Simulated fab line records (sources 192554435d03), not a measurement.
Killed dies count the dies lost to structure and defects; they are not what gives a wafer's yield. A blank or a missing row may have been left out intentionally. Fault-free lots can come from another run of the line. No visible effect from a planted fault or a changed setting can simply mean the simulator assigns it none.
fab line records	flow n5-finfet
[record] lots = 24	wafers = 72	last-day = 18
route steps=1938 shown BEOL_M3@971
lots that met no fault: from a run of the same line without faults
start-h: hours from the record's first day to the start of the lot's first wafer shown	wait-h: hours since the lot's step before	" unchanged from the row above	L1.1+2: one row covering several wafers at once	- value missing, or start not given	* or withheld: withheld	< > ~ a bound
route shown NAME@n: names a module that has steps shown in the file, with the first one's number in the route	usual: average and standard deviation across the fault-free wafers	same: alike in all rows	chamber/n: place in a boat	sites: per-site readings	_std_site: standard deviation across them	_edge_site: inner sites' mean taken away from outer sites' mean	radius-mm: for every site, how far away it sits from the centre of the wafer	mask NAME#n: copy n	behind: tool/chamber where the wafer was last shaped	hold: why the lot was held/for how many hours/how that ended	device: transistor that didn't switch, given as n, p or np	end of line: the same wafers' tests at the end of the route	for a step that has no rows: nothing shown but its recipe	killed: count of dies lost to structure and defects at first sort (not the wafer's yield)	map: a wafer's dies, marking killed ones x, the rest . and places with no die _
set.NAME: the run value of the setting; set.NAME@STEP: its run value at that earlier step	model.NAME: the simulator's own value behind a step, which no gauge read
one table for each step of the route and one row for each wafer, over a sample of lots
services: the hour from which a tool's chamber was out of use, counted from the record's first day as start-h (under 0 if before that day), plus the number of hours and why
[[steps]]
[step N5_BEOL_M3_ETCH_69]
[recipe] chemistry = CF4	target = SiARC	target-depth-a = 156	mask-material = CAR-EUV	time-s = 26	ion-energy-ev = 80	pressure-mtorr = 40	source-w = 545	bias-w = 36	Ar_flow_sccm = 100	cf4-flow-sccm = 100	ends = cleared
[usual] drypump-motor-current-A = 5.8/0.3	etch-rf-on-time-s = 26.0/0.57	oes-product-au = 0.68/0.068	rf-vpp-V = 184.3/1.3	showerhead-plenum-p-Torr = 2.17/0.08	throttle-valve-pct = 15.53/0.25
lot.wafer	tool	chamber	start-h	wait-h	drypump-motor-current-A	etch-rf-on-time-s	oes-product-au	rf-hours-counter-h	rf-vpp-V	showerhead-plenum-p-Torr	throttle-valve-pct
L074.1	rie-diel-04	1	144.54	0.0	5.7	26.6	0.57	240	183.1	2.10	15.46
L074.3	"	2	"	"	6.1	27.0	0.65	141	185.6	2.22	15.24
L074.5	"	2	"	"	6.1	27.1	0.66	-	185.2	2.22	15.22
L075.2	rie-diel-03	1	145.21	0.0	5.9	25.6	0.62	184	183.2	2.22	16.00
L075.3	"	0	"	"	5.1	24.7	0.85	2	182.7	2.19	15.28
L075.4	"	2	"	"	5.5	25.3	0.68	102	182.9	2.16	15.59
L076.1	rie-diel-04	1	147.01	0.0	5.7	26.2	0.58	240	183.2	2.10	15.47
L076.3	"	3	"	"	5.5	26.5	0.64	139	181.8	1.98	15.50
L076.5	"	1	"	"	5.7	26.3	0.58	-	183.5	2.10	15.46
L077.3	rie-diel-04	2	158.49	0.0	6.1	26.7	0.66	146	184.4	2.22	15.24
L077.4	"	1	"	"	5.7	26.1	0.58	244	184.8	2.10	15.48
L077.6	"	1	"	"	5.6	26.1	0.57	-	183.9	2.10	15.49
L078.1	rie-diel-04	3	167.71	0.0	5.5	26.5	0.63	146	183.2	1.98	15.49
L078.4	"	0	"	"	5.9	25.4	0.65	159	185.7	2.23	15.65
L078.6	"	1	"	"	5.7	26.3	0.57	-	183.4	2.10	15.48
L079.1	rie-diel-05	1	175.43	0.0	5.7	26.0	0.75	44	185.9	2.18	15.47
L079.4	"	0	"	"	6.1	26.0	0.64	162	185.1	2.22	15.53
L079.6	"	1	"	"	5.7	26.0	0.75	-	183.9	2.18	15.46
L080.1	rie-diel-05	1	183.50	0.0	5.7	26.2	0.75	47	185.6	2.18	15.47
L080.2	"	3	"	"	6.1	26.1	0.71	65	185.1	2.24	15.50
L080.3	"	0	"	"	6.1	26.1	0.63	165	185.4	2.22	15.54
L081.3	rie-diel-04	2	194.07	0.0	6.1	26.8	0.64	158	185.5	2.22	15.24
L081.5	"	2	"	"	6.1	26.9	0.64	-	185.2	2.22	15.25
L081.6	"	3	"	"	5.5	26.5	0.62	-	181.4	1.97	15.51
L082.2	rie-diel-04	2	195.88	0.0	6.1	26.4	0.65	159	185.7	2.22	15.26
L082.4	"	0	"	"	5.9	25.5	0.63	-	185.8	2.23	15.66
L082.6	"	2	"	"	6.1	26.5	0.65	-	185.4	2.22	15.26
L083.1	rie-diel-03	1	197.53	0.0	5.9	25.2	0.62	199	186.6	2.21	16.06
L083.2	"	3	"	"	5.8	26.3	0.76	26	184.4	2.18	15.54
L083.6	"	0	"	"	5.2	24.6	0.80	-	183.7	2.18	15.32
L084.1	rie-diel-03	3	201.75	0.0	5.8	26.5	0.76	28	184.0	2.18	15.55
L084.2	"	1	"	"	5.9	25.6	0.61	201	184.0	2.21	16.06
L084.4	"	2	"	"	5.5	25.4	0.67	115	184.7	2.15	15.62
L085.1	rie-diel-05	3	216.89	0.0	6.1	26.4	0.70	77	184.8	2.24	15.53
L085.2	"	0	"	"	6.1	26.2	0.64	177	187.5	2.22	15.55
L085.3	"	1	"	"	5.7	26.2	0.74	59	185.3	2.18	15.49
L086.2	rie-diel-05	3	219.91	0.0	6.1	26.5	0.70	78	185.9	2.24	15.53
L086.3	"	0	"	"	6.1	26.0	0.63	178	184.3	2.22	15.53
L086.6	"	0	"	"	6.1	26.1	0.63	-	185.3	2.22	15.55
L087.1	rie-diel-04	2	223.01	0.0	6.0	26.7	0.65	169	184.2	2.21	15.27
L087.3	"	1	"	"	5.7	26.0	0.81	3	182.8	2.10	15.04
L087.5	"	2	"	"	6.1	26.6	0.65	-	184.6	2.21	15.27
L088.1	rie-diel-03	3	224.42	0.0	5.8	26.2	0.75	35	185.4	2.18	15.57
L088.2	"	0	"	"	5.2	25.0	0.78	27	183.2	2.18	15.33
L088.6	"	0	"	"	5.2	24.7	0.78	-	183.3	2.18	15.34
L089.1	rie-diel-04	2	236.16	0.0	6.1	26.5	0.64	172	185.3	2.21	15.28
L089.2	"	0	"	"	5.9	25.3	0.63	183	185.0	2.22	15.68
L089.5	"	2	"	"	6.1	26.4	0.64	-	184.6	2.21	15.27
L090.3	rie-diel-05	3	241.12	0.0	6.1	25.7	0.71	84	186.5	2.24	15.53
L090.4	"	0	"	"	6.1	25.5	0.63	184	185.6	2.21	15.58
L090.5	"	0	"	"	6.1	25.4	0.64	-	184.5	2.22	15.58
L091.1	rie-diel-05	2	242.54	0.0	6.3	26.1	0.64	167	184.7	2.22	16.00
L091.3	"	0	"	"	6.1	25.9	0.63	184	184.4	2.21	15.56
L091.5	"	3	"	"	6.1	26.0	0.70	-	185.8	2.24	15.53
L092.1	rie-diel-04	3	251.14	0.0	5.5	26.3	0.62	175	180.7	1.97	15.55
L092.2	"	0	"	"	5.9	25.6	0.62	187	185.8	2.22	15.70
L092.3	"	1	"	"	5.7	25.6	0.79	10	184.0	2.10	15.06
L094.1	rie-diel-04	0	267.21	0.0	5.9	25.8	0.61	192	184.5	2.22	15.71
L094.5	"	1	"	"	5.7	25.4	0.78	-	184.5	2.09	15.06
L094.6	"	0	"	"	5.9	25.7	0.63	-	184.3	2.22	15.68
L093.2	rie-diel-03	3	271.82	0.0	5.8	26.5	0.73	49	183.4	2.17	15.58
L093.4	"	2	"	"	5.5	25.5	0.66	136	184.4	2.15	15.65
L093.6	"	1	"	"	5.9	25.5	0.60	-	185.3	2.21	16.10
L095.1	rie-diel-04	1	281.25	0.0	5.7	25.7	0.77	19	184.0	2.09	15.06
L095.5	"	0	"	"	5.9	25.7	0.61	-	183.0	2.22	15.72
L095.6	"	1	"	"	5.7	25.7	0.78	-	182.8	2.09	15.08
L096.3	rie-diel-03	2	281.87	0.0	5.4	25.5	0.65	138	183.8	2.15	15.69
L096.4	"	0	"	"	5.2	24.7	0.76	44	185.4	2.17	15.38
L096.5	"	2	"	"	5.4	25.6	0.66	-	184.0	2.15	15.68
L097.3	rie-diel-03	2	284.41	0.0	5.5	25.5	0.66	139	184.2	2.15	15.67
L097.5	"	3	"	"	5.8	26.1	0.73	-	185.0	2.17	15.58
L097.6	"	0	"	"	5.2	24.8	0.76	-	183.2	2.17	15.36
[step N5_BEOL_M3_ETCH_41]
[recipe] chemistry = CH3F/O2	target = SiCN	target-depth-a = 299	taper-deg = 2	time-s = 52.5	ion-energy-ev = 120	mask-material = TiN	pressure-mtorr = 30	source-w = 395	bias-w = 75	Ar_flow_sccm = 150	CH3F_flow_sccm = 30	O2_flow_sccm = 20
[usual] drypump-motor-current-A = 5.8/0.32	oes-product-au = 0.79/0.069	rf-vpp-V = 298.0/1.8	showerhead-plenum-p-Torr = 2.03/0.077	throttle-valve-pct = 16.31/0.22
lot.wafer	tool	chamber	start-h	wait-h	drypump-motor-current-A	oes-product-au	rf-hours-counter-h	rf-vpp-V	showerhead-plenum-p-Torr	throttle-valve-pct
L075.2	rie-diel-03	3	-	-	5.8	0.94	11	301.3	2.05	16.27
L075.3	"	2	"	"	5.4	0.80	102	295.8	2.01	16.29
L075.4	"	1	"	"	5.9	0.72	184	299.4	2.08	16.74
L074.1	rie-diel-04	2	-	-	6.1	0.77	142	298.0	2.09	15.96
L074.3	"	1	"	"	5.6	0.68	241	296.3	1.97	16.17
L074.5	"	3	"	"	5.5	0.74	-	293.9	1.84	16.23
L076.1	rie-diel-05	0	-	-	6.1	0.77	157	298.6	2.09	16.25
L076.3	"	2	"	"	6.4	0.76	142	298.1	2.08	16.57
L076.5	"	3	"	"	6.1	0.84	-	298.8	2.11	16.22
L077.3	rie-diel-03	3	-	-	5.8	0.93	14	299.4	2.05	16.27
L077.4	"	2	"	"	5.4	0.79	105	296.9	2.01	16.29
L077.6	"	1	"	"	5.9	0.72	-	297.0	2.08	16.75
L078.1	rie-diel-04	0	-	-	5.9	0.74	161	297.8	2.08	16.32
L078.4	"	0	"	"	5.9	0.75	-	300.0	2.08	16.32
L078.6	"	3	"	"	5.5	0.74	-	293.6	1.84	16.24
L079.1	rie-diel-05	0	-	-	6.1	0.75	164	298.9	2.09	16.26
L079.4	"	3	"	"	6.1	0.84	64	299.8	2.11	16.24
L079.6	"	3	"	"	6.1	0.84	-	300.3	2.11	16.24
L080.1	rie-diel-04	0	-	-	5.9	0.74	166	298.2	2.08	16.34
L080.2	"	2	"	"	6.0	0.77	156	298.7	2.09	16.00
L080.3	"	3	"	"	5.5	0.74	153	293.2	1.84	16.24
L081.3	rie-diel-04	2	-	-	6.1	0.76	158	299.1	2.08	16.01
L081.5	"	2	"	"	6.1	0.76	-	299.4	2.08	16.00
L081.6	"	3	"	"	5.5	0.73	-	293.7	1.84	16.25
L082.2	rie-diel-04	0	-	-	5.9	0.74	169	298.5	2.08	16.35
L082.4	"	0	"	"	5.9	0.74	-	297.6	2.08	16.34
L082.6	"	3	"	"	5.5	0.74	-	292.7	1.84	16.26
L083.1	rie-diel-04	0	-	-	5.9	0.73	170	298.0	2.08	16.34
L083.2	"	2	"	"	6.1	0.76	160	299.6	2.08	16.01
L083.6	"	0	"	"	5.9	0.74	-	299.3	2.08	16.35
L084.1	rie-diel-03	2	-	-	5.4	0.77	117	297.4	2.01	16.31
L084.2	"	1	"	"	5.9	0.71	203	297.1	2.07	16.79
L084.4	"	3	"	"	5.8	0.89	30	297.1	2.04	16.32
L085.1	rie-diel-05	1	-	-	5.7	0.86	60	299.1	2.04	16.22
L085.2	"	3	"	"	6.1	0.82	77	300.7	2.10	16.27
L085.3	"	2	"	"	6.4	0.75	160	300.6	2.07	16.62
L086.2	rie-diel-03	3	-	-	5.8	0.88	34	298.5	2.04	16.33
L086.3	"	1	"	"	5.9	0.71	206	299.0	2.07	16.78
L086.6	"	1	"	"	5.9	0.71	-	298.8	2.07	16.80
L087.1	rie-diel-05	0	-	-	6.1	0.73	181	299.7	2.08	16.31
L087.3	"	2	"	"	6.3	0.75	163	300.5	2.07	16.61
L087.5	"	3	"	"	6.1	0.81	-	297.2	2.10	16.28
L088.1	rie-diel-04	2	-	-	6.1	0.76	170	298.9	2.08	16.03
L088.2	"	3	"	"	5.5	0.73	169	293.8	1.83	16.27
L088.6	"	3	"	"	5.5	0.72	-	293.1	1.83	16.27
L089.1	rie-diel-05	1	-	-	5.8	0.85	64	297.8	2.04	16.25
L089.2	"	2	"	"	6.3	0.75	165	299.0	2.07	16.62
L089.5	"	2	"	"	6.4	0.75	-	298.8	2.07	16.64
L090.3	rie-diel-05	3	-	-	6.1	0.82	85	299.1	2.10	16.30
L090.4	"	2	"	"	6.3	0.75	168	298.8	2.07	16.62
L090.5	"	1	"	"	5.7	0.85	-	298.2	2.04	16.24
L091.1	rie-diel-03	2	-	-	5.4	0.77	128	298.3	2.00	16.33
L091.3	"	0	"	"	5.2	0.90	33	297.6	2.04	16.10
L091.5	"	2	"	"	5.4	0.77	-	296.8	2.00	16.33
L092.1	rie-diel-05	2	-	-	6.3	0.73	171	298.4	2.07	16.65
L092.2	"	3	"	"	6.1	0.82	88	299.3	2.10	16.28
L092.3	"	1	"	"	5.7	0.84	71	297.8	2.03	16.26
L094.1	rie-diel-03	3	-	-	5.8	0.86	49	299.0	2.04	16.36
L094.5	"	0	"	"	5.2	0.89	-	298.3	2.04	16.10
L094.6	"	1	"	"	5.9	0.69	-	298.5	2.07	16.82
L093.2	rie-diel-05	0	-	-	6.1	0.72	194	298.6	2.08	16.31
L093.4	"	2	"	"	6.3	0.73	176	297.9	2.07	16.64
L093.6	"	1	"	"	5.8	0.83	-	297.8	2.03	16.25
L097.3	rie-diel-03	3	-	-	5.8	0.86	53	298.8	2.04	16.35
L097.5	"	2	"	"	5.4	0.76	-	298.3	2.00	16.36
L097.6	"	3	"	"	5.8	0.85	-	296.6	2.04	16.36
L095.1	rie-diel-04	2	-	-	6.0	0.75	187	297.7	2.07	16.05
L095.5	"	3	"	"	5.5	0.72	-	294.5	1.83	16.32
L095.6	"	0	"	"	5.9	0.72	-	298.2	2.07	16.40
L096.3	rie-diel-03	0	-	-	5.2	0.87	48	297.3	2.03	16.12
L096.4	"	3	"	"	5.8	0.86	56	297.0	2.04	16.35
L096.5	"	3	"	"	5.8	0.86	-	297.7	2.04	16.37
[step N5_BEOL_M3_STRIP_97]
[recipe] chemistry = N2/H2	time-s = 10	power-w = 450	temp-c = 40	pressure-mtorr = 20	rf-frequency-hz = 6e+07	bias-power-w = 7	n2-flow-sccm = 200	h2-flow-sccm = 200
[usual] drypump-motor-current-A = 5.8/0.32	oes-product-au = 0.79/0.068	rf-vpp-V = 59.3/0.83	showerhead-plenum-p-Torr = 2.58/0.094	throttle-valve-pct = 23.6/0.31
lot.wafer	tool	chamber	start-h	wait-h	drypump-motor-current-A	oes-product-au	rf-hours-counter-h	rf-vpp-V	showerhead-plenum-p-Torr	throttle-valve-pct
L075.2	rie-diel-03	3	-	-	5.8	0.94	11	59.1	2.59	23.5
L075.3	"	2	"	"	5.4	0.80	102	59.1	2.57	23.9
L075.4	"	1	"	"	5.9	0.72	184	58.8	2.61	23.8
L074.1	rie-diel-04	2	-	-	6.1	0.78	142	60.7	2.64	22.9
L074.3	"	1	"	"	5.6	0.69	241	58.7	2.51	23.3
L074.5	"	3	"	"	5.5	0.76	-	57.6	2.34	23.8
L076.1	rie-diel-05	0	-	-	6.1	0.75	157	60.0	2.65	23.5
L076.3	"	2	"	"	6.4	0.77	142	59.8	2.66	24.1
L076.5	"	3	"	"	6.1	0.86	-	59.8	2.69	23.7
L077.3	rie-diel-03	3	-	-	5.8	0.93	14	60.0	2.59	23.5
L077.4	"	2	"	"	5.4	0.79	105	59.2	2.57	23.9
L077.6	"	1	"	"	5.9	0.72	-	60.2	2.61	23.8
L078.1	rie-diel-04	0	-	-	5.9	0.75	161	59.7	2.63	23.5
L078.4	"	0	"	"	5.9	0.76	-	59.5	2.64	23.5
L078.6	"	3	"	"	5.5	0.76	-	57.8	2.34	23.8
L079.1	rie-diel-05	0	-	-	6.1	0.75	164	60.2	2.64	23.5
L079.4	"	3	"	"	6.1	0.85	64	59.5	2.68	23.7
L079.6	"	3	"	"	6.1	0.84	-	59.3	2.68	23.7
L080.1	rie-diel-04	0	-	-	5.9	0.76	166	58.4	2.63	23.5
L080.2	"	2	"	"	6.1	0.78	156	60.3	2.63	23.0
L080.3	"	3	"	"	5.5	0.75	153	58.2	2.34	23.8
L081.3	rie-diel-04	2	-	-	6.1	0.77	158	59.4	2.63	22.9
L081.5	"	2	"	"	6.1	0.77	-	59.5	2.63	23.0
L081.6	"	3	"	"	5.5	0.74	-	58.7	2.34	23.8
L082.2	rie-diel-04	0	-	-	5.8	0.75	169	57.7	2.63	23.5
L082.4	"	0	"	"	5.9	0.75	-	58.6	2.63	23.5
L082.6	"	3	"	"	5.5	0.74	-	58.7	2.34	23.8
L083.1	rie-diel-04	0	-	-	5.9	0.75	170	58.2	2.63	23.5
L083.2	"	2	"	"	6.1	0.77	160	59.8	2.63	22.9
L083.6	"	0	"	"	5.9	0.74	-	59.6	2.63	23.5
L084.1	rie-diel-03	2	-	-	5.4	0.78	117	60.2	2.56	23.9
L084.2	"	1	"	"	5.9	0.70	203	58.4	2.60	23.8
L084.4	"	3	"	"	5.8	0.88	30	60.6	2.59	23.5
L085.1	rie-diel-05	1	-	-	5.7	0.85	60	59.1	2.57	23.7
L085.2	"	3	"	"	6.1	0.82	77	59.5	2.68	23.8
L085.3	"	2	"	"	6.4	0.76	160	59.0	2.65	24.2
L086.2	rie-diel-03	3	-	-	5.8	0.88	34	59.6	2.58	23.5
L086.3	"	1	"	"	5.9	0.71	207	59.9	2.60	23.8
L086.6	"	1	"	"	5.9	0.70	-	61.4	2.60	23.8
L087.1	rie-diel-05	0	-	-	6.1	0.75	181	58.7	2.64	23.5
L087.3	"	2	"	"	6.4	0.75	163	59.5	2.65	24.2
L087.5	"	3	"	"	6.1	0.83	-	58.9	2.67	23.8
L088.1	rie-diel-04	2	-	-	6.1	0.76	170	59.5	2.63	23.0
L088.2	"	3	"	"	5.5	0.72	169	59.3	2.33	23.8
L088.6	"	3	"	"	5.5	0.72	-	59.0	2.33	23.8
L089.1	rie-diel-05	1	-	-	5.8	0.85	64	58.3	2.57	23.7
L089.2	"	2	"	"	6.3	0.75	165	60.3	2.65	24.1
L089.5	"	2	"	"	6.3	0.75	-	59.8	2.65	24.2
L090.3	rie-diel-05	3	-	-	6.1	0.81	85	58.9	2.67	23.8
L090.4	"	2	"	"	6.4	0.73	168	59.7	2.65	24.2
L090.5	"	1	"	"	5.7	0.85	-	57.7	2.57	23.7
L091.1	rie-diel-03	2	-	-	5.4	0.77	128	60.2	2.56	23.9
L091.3	"	0	"	"	5.2	0.90	33	59.1	2.59	23.4
L091.5	"	2	"	"	5.5	0.77	-	58.9	2.56	23.9
L092.1	rie-diel-05	2	-	-	6.3	0.74	171	60.0	2.65	24.2
L092.2	"	3	"	"	6.1	0.82	88	59.3	2.67	23.8
L092.3	"	1	"	"	5.7	0.84	71	59.3	2.57	23.7
L094.1	rie-diel-03	3	-	-	5.8	0.86	49	59.4	2.58	23.5
L094.5	"	0	"	"	5.2	0.90	-	59.5	2.58	23.5
L094.6	"	1	"	"	5.9	0.70	-	59.4	2.60	23.8
L093.2	rie-diel-05	0	-	-	6.1	0.73	194	59.6	2.63	23.5
L093.4	"	2	"	"	6.3	0.73	176	59.6	2.65	24.2
L093.6	"	1	"	"	5.8	0.83	-	59.0	2.57	23.7
L097.3	rie-diel-03	3	-	-	5.8	0.85	53	59.2	2.58	23.5
L097.5	"	2	"	"	5.5	0.76	-	59.0	2.56	23.9
L097.6	"	3	"	"	5.8	0.84	-	59.0	2.58	23.5
L095.1	rie-diel-04	2	-	-	6.1	0.74	187	60.5	2.62	23.0
L095.5	"	3	"	"	5.6	0.71	-	58.5	2.33	23.9
L095.6	"	0	"	"	5.9	0.72	-	59.7	2.62	23.6
L096.3	rie-diel-03	0	-	-	5.2	0.88	48	58.9	2.58	23.5
L096.4	"	3	"	"	5.8	0.86	56	59.5	2.57	23.5
L096.5	"	3	"	"	5.8	0.85	-	59.5	2.57	23.5
[step N5_BEOL_M3_ANNEAL_82]
[recipe] temp-c = 400	time-s = 240	ambient = vacuum
[usual] heater-power-w = 840/66
lot.wafer	tool	chamber	start-h	wait-h	heater-power-w
L075.2	pvd-sputter-03	-	150.23	0.0	766
L075.3	"	-	"	"	775
L075.4	"	-	"	"	861
L074.1	pvd-sputter-01	-	150.96	0.0	781
L074.3	"	-	"	"	877
L074.5	"	-	"	"	778
L076.1	pvd-sputter-03	-	153.01	0.0	773
L076.3	"	-	"	"	777
L076.5	"	-	"	"	840
L077.3	pvd-sputter-01	-	162.02	0.0	785
L077.4	"	-	"	"	841
L077.6	"	-	"	"	789
L078.1	pvd-sputter-03	-	179.21	0.0	781
L078.4	"	-	"	"	858
L078.6	"	-	"	"	872
L079.1	pvd-sputter-01	-	182.88	0.0	860
L079.4	"	-	"	"	773
L079.6	"	-	"	"	890
L080.1	pvd-sputter-01	-	190.40	0.0	861
L080.2	"	-	"	"	790
L080.3	"	-	"	"	899
L081.3	pvd-sputter-01	-	196.12	0.0	788
L081.5	"	-	"	"	862
L081.6	"	-	"	"	892
L082.2	pvd-sputter-03	-	198.42	0.0	759
L082.4	"	-	"	"	858
L082.6	"	-	"	"	872
L083.1	pvd-sputter-01	-	201.18	0.0	785
L083.2	"	-	"	"	888
L083.6	"	-	"	"	863
L084.1	pvd-sputter-02	-	209.21	0.0	914
L084.2	"	-	"	"	721
L084.4	"	-	"	"	1003
L085.1	pvd-sputter-03	-	221.49	0.0	861
L085.2	"	-	"	"	753
L085.3	"	-	"	"	773
L086.2	pvd-sputter-01	-	223.61	0.0	780
L086.3	"	-	"	"	871
L086.6	"	-	"	"	872
L088.1	pvd-sputter-03	-	232.81	0.0	866
L088.2	"	-	"	"	759
L088.6	"	-	"	"	871
L087.1	pvd-sputter-01	-	233.10	0.0	859
L087.3	"	-	"	"	891
L087.5	"	-	"	"	773
L089.1	pvd-sputter-01	-	238.79	0.0	889
L089.2	"	-	"	"	789
L089.5	"	-	"	"	865
L090.3	pvd-sputter-02	-	245.53	0.0	1010
L090.4	"	-	"	"	714
L090.5	"	-	"	"	886
L091.1	pvd-sputter-02	-	247.37	0.0	722
L091.3	"	-	"	"	899
L091.5	"	-	"	"	1012
L092.1	pvd-sputter-01	-	258.50	0.0	783
L092.2	"	-	"	"	868
L092.3	"	-	"	"	866
L094.1	pvd-sputter-01	-	272.08	0.0	852
L094.5	"	-	"	"	892
L094.6	"	-	"	"	786
L093.2	pvd-sputter-01	-	275.42	0.0	807
L093.4	"	-	"	"	885
L093.6	"	-	"	"	881
L097.3	pvd-sputter-01	-	288.22	0.0	840
L097.5	"	-	"	"	848
L097.6	"	-	"	"	762
L095.1	pvd-sputter-02	-	296.28	0.0	1008
L095.5	"	-	"	"	888
L095.6	"	-	"	"	708
L096.3	pvd-sputter-02	-	299.96	0.0	901
L096.4	"	-	"	"	980
L096.5	"	-	"	"	991
[step N5_BEOL_M3_ANNEAL_87]
[recipe] temp-c = 400	time-s = 240	ambient = vacuum
[usual] heater-power-w = 843/68
lot.wafer	tool	chamber	start-h	wait-h	heater-power-w
L075.2	pvd-sputter-03	-	150.45	0.0	789
L075.3	"	-	"	"	796
L075.4	"	-	"	"	871
L074.1	pvd-sputter-01	-	151.18	0.0	782
L074.3	"	-	"	"	892
L074.5	"	-	"	"	767
L076.1	pvd-sputter-03	-	153.23	0.0	781
L076.3	"	-	"	"	751
L076.5	"	-	"	"	892
L077.3	pvd-sputter-01	-	162.24	0.0	777
L077.4	"	-	"	"	899
L077.6	"	-	"	"	793
L078.1	pvd-sputter-03	-	179.43	0.0	781
L078.4	"	-	"	"	879
L078.6	"	-	"	"	858
L079.1	pvd-sputter-01	-	183.10	0.0	856
L079.4	"	-	"	"	774
L079.6	"	-	"	"	901
L080.1	pvd-sputter-01	-	190.62	0.0	861
L080.2	"	-	"	"	791
L080.3	"	-	"	"	896
L081.3	pvd-sputter-01	-	196.34	0.0	809
L081.5	"	-	"	"	854
L081.6	"	-	"	"	876
L082.2	pvd-sputter-03	-	198.64	0.0	766
L082.4	"	-	"	"	862
L082.6	"	-	"	"	877
L083.1	pvd-sputter-01	-	201.40	0.0	771
L083.2	"	-	"	"	875
L083.6	"	-	"	"	882
L084.1	pvd-sputter-02	-	209.43	0.0	908
L084.2	"	-	"	"	715
L084.4	"	-	"	"	993
L085.1	pvd-sputter-03	-	221.71	0.0	891
L085.2	"	-	"	"	779
L085.3	"	-	"	"	777
L086.2	pvd-sputter-01	-	223.83	0.0	789
L086.3	"	-	"	"	886
L086.6	"	-	"	"	855
L088.1	pvd-sputter-03	-	233.03	0.0	867
L088.2	"	-	"	"	774
L088.6	"	-	"	"	875
L087.1	pvd-sputter-01	-	233.32	0.0	871
L087.3	"	-	"	"	862
L087.5	"	-	"	"	778
L089.1	pvd-sputter-01	-	239.01	0.0	895
L089.2	"	-	"	"	785
L089.5	"	-	"	"	846
L090.3	pvd-sputter-02	-	245.75	0.0	1016
L090.4	"	-	"	"	728
L090.5	"	-	"	"	908
L091.1	pvd-sputter-02	-	247.59	0.0	714
L091.3	"	-	"	"	894
L091.5	"	-	"	"	1018
L092.1	pvd-sputter-01	-	258.72	0.0	798
L092.2	"	-	"	"	869
L092.3	"	-	"	"	841
L094.1	pvd-sputter-01	-	272.30	0.0	881
L094.5	"	-	"	"	889
L094.6	"	-	"	"	781
L093.2	pvd-sputter-01	-	275.64	0.0	799
L093.4	"	-	"	"	898
L093.6	"	-	"	"	895
L097.3	pvd-sputter-01	-	288.44	0.0	864
L097.5	"	-	"	"	854
L097.6	"	-	"	"	766
L095.1	pvd-sputter-02	-	296.50	0.0	1022
L095.5	"	-	"	"	872
L095.6	"	-	"	"	716
L096.3	pvd-sputter-02	-	300.18	0.0	918
L096.4	"	-	"	"	1019
L096.5	"	-	"	"	1014
[step N5_BEOL_M3_ANNEAL_95]
[recipe] temp-c = 400	time-s = 240	ambient = vacuum
[usual] heater-power-w = 843/68
lot.wafer	tool	chamber	start-h	wait-h	heater-power-w
L075.2	pvd-sputter-03	-	151.33	0.0	776
L075.3	"	-	"	"	782
L075.4	"	-	"	"	872
L074.1	pvd-sputter-01	-	152.06	0.0	789
L074.3	"	-	"	"	860
L074.5	"	-	"	"	786
L076.1	pvd-sputter-03	-	154.11	0.0	781
L076.3	"	-	"	"	767
L076.5	"	-	"	"	877
L077.3	pvd-sputter-01	-	163.12	0.0	792
L077.4	"	-	"	"	869
L077.6	"	-	"	"	754
L078.1	pvd-sputter-03	-	180.31	0.0	780
L078.4	"	-	"	"	848
L078.6	"	-	"	"	867
L079.1	pvd-sputter-01	-	183.98	0.0	869
L079.4	"	-	"	"	815
L079.6	"	-	"	"	897
L080.1	pvd-sputter-01	-	191.50	0.0	857
L080.2	"	-	"	"	790
L080.3	"	-	"	"	897
L081.3	pvd-sputter-01	-	197.22	0.0	792
L081.5	"	-	"	"	895
L081.6	"	-	"	"	873
L082.2	pvd-sputter-03	-	199.52	0.0	778
L082.4	"	-	"	"	886
L082.6	"	-	"	"	860
L083.1	pvd-sputter-01	-	202.28	0.0	781
L083.2	"	-	"	"	884
L083.6	"	-	"	"	843
L084.1	pvd-sputter-02	-	210.31	0.0	907
L084.2	"	-	"	"	728
L084.4	"	-	"	"	1023
L085.1	pvd-sputter-03	-	222.59	0.0	891
L085.2	"	-	"	"	772
L085.3	"	-	"	"	768
L086.2	pvd-sputter-01	-	224.71	0.0	795
L086.3	"	-	"	"	859
L086.6	"	-	"	"	867
L088.1	pvd-sputter-03	-	233.91	0.0	849
L088.2	"	-	"	"	749
L088.6	"	-	"	"	883
L087.1	pvd-sputter-01	-	234.20	0.0	869
L087.3	"	-	"	"	866
L087.5	"	-	"	"	804
L089.1	pvd-sputter-01	-	239.89	0.0	905
L089.2	"	-	"	"	789
L089.5	"	-	"	"	852
L090.3	pvd-sputter-02	-	246.63	0.0	993
L090.4	"	-	"	"	732
L090.5	"	-	"	"	913
L091.1	pvd-sputter-02	-	248.47	0.0	720
L091.3	"	-	"	"	908
L091.5	"	-	"	"	1013
L092.1	pvd-sputter-01	-	259.60	0.0	784
L092.2	"	-	"	"	856
L092.3	"	-	"	"	878
L094.1	pvd-sputter-01	-	273.18	0.0	870
L094.5	"	-	"	"	875
L094.6	"	-	"	"	789
L093.2	pvd-sputter-01	-	276.52	0.0	796
L093.4	"	-	"	"	886
L093.6	"	-	"	"	888
L097.3	pvd-sputter-01	-	289.32	0.0	891
L097.5	"	-	"	"	871
L097.6	"	-	"	"	766
L095.1	pvd-sputter-02	-	297.38	0.0	1032
L095.5	"	-	"	"	882
L095.6	"	-	"	"	727
L096.3	pvd-sputter-02	-	301.06	0.0	900
L096.4	"	-	"	"	1002
L096.5	"	-	"	"	998
[[services]]
tool	chamber	start-h	hours	kind
pvd-sputter-02	-	123.02	3.6	repair
rie-diel-05	-	127.03	0.2	repair
rie-diel-05	1	162.56	1.5	repair
rie-diel-04	1	187.05	-	clean
rie-diel-04	1	187.05	-	consumable-replace:focus-ring
rie-diel-04	1	187.05	25.7	scheduled-down
rie-diel-04	1	187.05	25.7	vent-cycle
rie-diel-04	-	193.45	0.5	repair
rie-diel-05	2	195.74	11.3	repair
rie-diel-04	2	272.67	4.3	repair
pvd-sputter-03	-	276.23	36.1	repair
rie-diel-05	0	282.06	8.2	repair
rie-diel-05	1	297.76	7.1	repair
[[key]]
fault none
